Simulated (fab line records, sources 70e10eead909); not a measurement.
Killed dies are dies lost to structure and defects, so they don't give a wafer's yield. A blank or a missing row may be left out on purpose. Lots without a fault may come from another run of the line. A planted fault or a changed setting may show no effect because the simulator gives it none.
Which tool did it? | flow nand_harc | 15 lots, 43 wafers sampled, at 5 steps of a route of 1302

WHAT THE GAUGES READ, wafer by wafer
NHARC_A_ONON_D1_THK_MEAS_08: measures by ellipsometry. Usual: thk_nm 1002 nm, standard deviation 7.7.
lot  | measured     | on            | thk_nm (nm)    | flag
L701 | day 7 17:05  | film_metro-01 | 1002 1000 1001 |
L703 | day 8 14:28  | film_metro-02 | 1000 1000 1001 |
L704 | day 9 00:08  | film_metro-01 | 1013 1015 1014 |
L705 | day 9 13:53  | film_metro-02 | 996 995 999    |
L706 | day 10 02:02 | film_metro-02 | 998 1001 998   |
L708 | day 10 15:52 | film_metro-01 | 999 999 1000   |
L707 | day 10 15:53 | film_metro-01 | 1009 1006 1007 |
L711 | day 11 20:21 | film_metro-02 | 987 987 985    |
L712 | day 12 10:24 | film_metro-02 | 1002 1001 1001 |
L715 | day 14 03:29 | film_metro-01 | 1002 1001      |
L718 | day 14 16:27 | film_metro-02 | 1014 1011      |
L719 | day 15 09:40 | film_metro-01 | 1009 1010 1008 |
L721 | day 16 04:39 | film_metro-02 | 1002 1003 1002 |
L723 | day 16 21:06 | film_metro-01 | 1017 1015 1016 |
L724 | day 17 03:49 | film_metro-01 | 995 994 994    |

NHARC_A_ONON_D1_THK_MEAS_14: measures by ellipsometry. Usual: thk_nm 1000 nm, standard deviation 11.
lot  | measured     | on            | thk_nm (nm)    | flag
L701 | day 7 18:13  | film_metro-01 | 987 985 988    |
L703 | day 8 15:36  | film_metro-01 | 1007 1006 1007 |
L704 | day 9 01:16  | film_metro-02 | 994 995 996    |
L705 | day 9 15:03  | film_metro-01 | 1020 1018 1020 |
L706 | day 10 03:10 | film_metro-01 | 993 992 993    |
L708 | day 10 16:59 | film_metro-02 | 1017 1018 1016 |
L707 | day 10 17:01 | film_metro-01 | 989 990 991    |
L711 | day 11 21:28 | film_metro-01 | 1000 1001 1002 |
L712 | day 12 11:31 | film_metro-02 | 1006 1008 1010 |
L715 | day 14 04:37 | film_metro-01 | 786 999        | OFF
L718 | day 14 17:35 | film_metro-02 | 804 1015       | OFF
L719 | day 15 10:47 | film_metro-02 | 978 976 767    | OFF
L721 | day 16 05:47 | film_metro-01 | 993 995 995    |
L723 | day 16 22:13 | film_metro-01 | 1009 1007 1008 |
L724 | day 17 04:56 | film_metro-01 | 1011 1012 1012 |

NHARC_END_SORT_01. Usual: killed_at_array 59, standard deviation 24; killed_at_other 0.7, standard deviation 1.2; killed_at_periphery 3.5, standard deviation 2.6; killed_dies 63, standard deviation 24; killed_open 3.2, standard deviation 2.1; killed_short 2.4, standard deviation 1.5.
lot  | measured     | on        | killed_at_array | killed_at_other | killed_at_periphery | killed_dies | killed_open | killed_short | flag
L719 | day 32 01:13 | prober-01 | 93 100 676      | 2 0 0           | 5 1 1               | 100 101 677 | 6 6 2       | 1 6 0        | OFF

WHICH TOOL RAN EACH LOT (tool, then ch and the chambers of the sampled wafers, then the start)
lot  | NHARC_A_ONON_D1_DEP_12           | NHARC_A_CHANNEL_HOLE_D1_DEP_00
L701 | pecvd_onon-01 ch 0, day 7 17:49  | acl_dep-01 ch 0, day 8 08:52
L703 | pecvd_onon-01 ch 0, day 8 15:08  | acl_dep-03 ch 0, day 9 09:22
L704 | pecvd_onon-01 ch 0, day 9 00:49  | acl_dep-03 ch 0, day 9 14:59
L705 | pecvd_onon-02 ch 0, day 9 14:31  | acl_dep-03 ch 0, day 10 02:18
L706 | pecvd_onon-01 ch 0, day 10 02:40 | acl_dep-02 ch 0, day 10 14:52
L708 | pecvd_onon-01 ch 0, day 10 16:32 | acl_dep-01 ch 0, day 11 11:40
L707 | pecvd_onon-02 ch 0, day 10 16:34 | acl_dep-03 ch 0, day 11 11:25
L711 | pecvd_onon-02 ch 0, day 11 20:58 | acl_dep-03 ch 0, day 12 07:40
L712 | pecvd_onon-02 ch 0, day 12 11:04 | acl_dep-02 ch 0, day 12 23:19
L715 | pecvd_onon-03 ch 0, day 14 04:13 | acl_dep-02 ch 0, day 14 22:14
L718 | pecvd_onon-03 ch 0, day 14 17:15 | acl_dep-01 ch 0, day 15 08:49
L719 | pecvd_onon-03 ch 0, day 15 10:17 | acl_dep-03 ch 0, day 16 00:58
L721 | pecvd_onon-02 ch 0, day 16 05:16 | acl_dep-02 ch 0, day 16 23:47
L723 | pecvd_onon-01 ch 0, day 16 21:43 | acl_dep-02 ch 0, day 17 10:59
L724 | pecvd_onon-01 ch 0, day 17 04:26 | acl_dep-01 ch 0, day 17 19:04
- NHARC_A_ONON_D1_DEP_12: target thk 1000 nm.
- NHARC_A_CHANNEL_HOLE_D1_DEP_00: deposits aC, target thk 3100 nm.

WHAT THE TOOLS THEMSELVES READ (means of the sampled wafers that have a number; where no wafer has one, the mark that the record gives instead)
NHARC_A_ONON_D1_DEP_12. Usual: nh3_flow_sccm 499.5 sccm, standard deviation 1.4.
lot  | tool          | nh3_flow_sccm (sccm) | flag
L701 | pecvd_onon-01 | 498.8                |
L703 | pecvd_onon-01 | 500.4                |
L704 | pecvd_onon-01 | 499.9                |
L705 | pecvd_onon-02 | 497.8                |
L706 | pecvd_onon-01 | 501.6                |
L708 | pecvd_onon-01 | 498.8                |
L707 | pecvd_onon-02 | 499.6                |
L711 | pecvd_onon-02 | 500.8                |
L712 | pecvd_onon-02 | 499.9                |
L715 | pecvd_onon-03 | 498.8                |
L718 | pecvd_onon-03 | 500.4                |
L719 | pecvd_onon-03 | 499.6                |
L721 | pecvd_onon-02 | 498.4                |
L723 | pecvd_onon-01 | 500.9                |
L724 | pecvd_onon-01 | 498.4                |

NHARC_A_CHANNEL_HOLE_D1_DEP_00. Usual: throttle_valve_pct 35.000 %, standard deviation 0.0095.
lot  | tool       | throttle_valve_pct (%) | flag
L701 | acl_dep-01 | 35.000                 |
L703 | acl_dep-03 | 35.004                 |
L704 | acl_dep-03 | 35.004                 |
L705 | acl_dep-03 | 35.001                 |
L706 | acl_dep-02 | 34.999                 |
L708 | acl_dep-01 | 35.006                 |
L707 | acl_dep-03 | 34.995                 |
L711 | acl_dep-03 | 35.006                 |
L712 | acl_dep-02 | 35.004                 |
L715 | acl_dep-02 | 35.000                 |
L718 | acl_dep-01 | 35.007                 |
L719 | acl_dep-03 | 35.005                 |
L721 | acl_dep-02 | 35.000                 |
L723 | acl_dep-02 | 35.006                 |
L724 | acl_dep-01 | 34.988                 |

THE ANSWER, worked out from the rows above alone
Rule: a lot is off if the mean of its wafers that have a number lies more than 3 standard deviations from the usual mean. A lot without any number at a reading at which 4 lots or more have one is off too. The other lots that the step has rows for count as sound. The gauges are gone through in route order, then the tools' own readings, and for those a lot's mean is taken as printed above. The first step at which some lot is off is used, and at that step the reading that is off furthest; a lot without a number counts as furthest.
Off: L715, L718, L719, at NHARC_A_ONON_D1_THK_MEAS_14 (thk_nm).
A tool fits if, at a process step before that reading, it ran every lot that is off, and no sound lot after the first of them. The gauges at NHARC_A_ONON_D1_THK_MEAS_14 are tried like those tools. One fits: pecvd_onon-03 at NHARC_A_ONON_D1_DEP_12. It ran no sound lot before its first lot that is off in this sample, so the start can't be narrowed down.

WHAT THE SIMULATOR HAD PUT IN
Process parameter drift: pecvd_onon-03, from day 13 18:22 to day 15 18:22, at NHARC_A_ONON_D1_DEP_12. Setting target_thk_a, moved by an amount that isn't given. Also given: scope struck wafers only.
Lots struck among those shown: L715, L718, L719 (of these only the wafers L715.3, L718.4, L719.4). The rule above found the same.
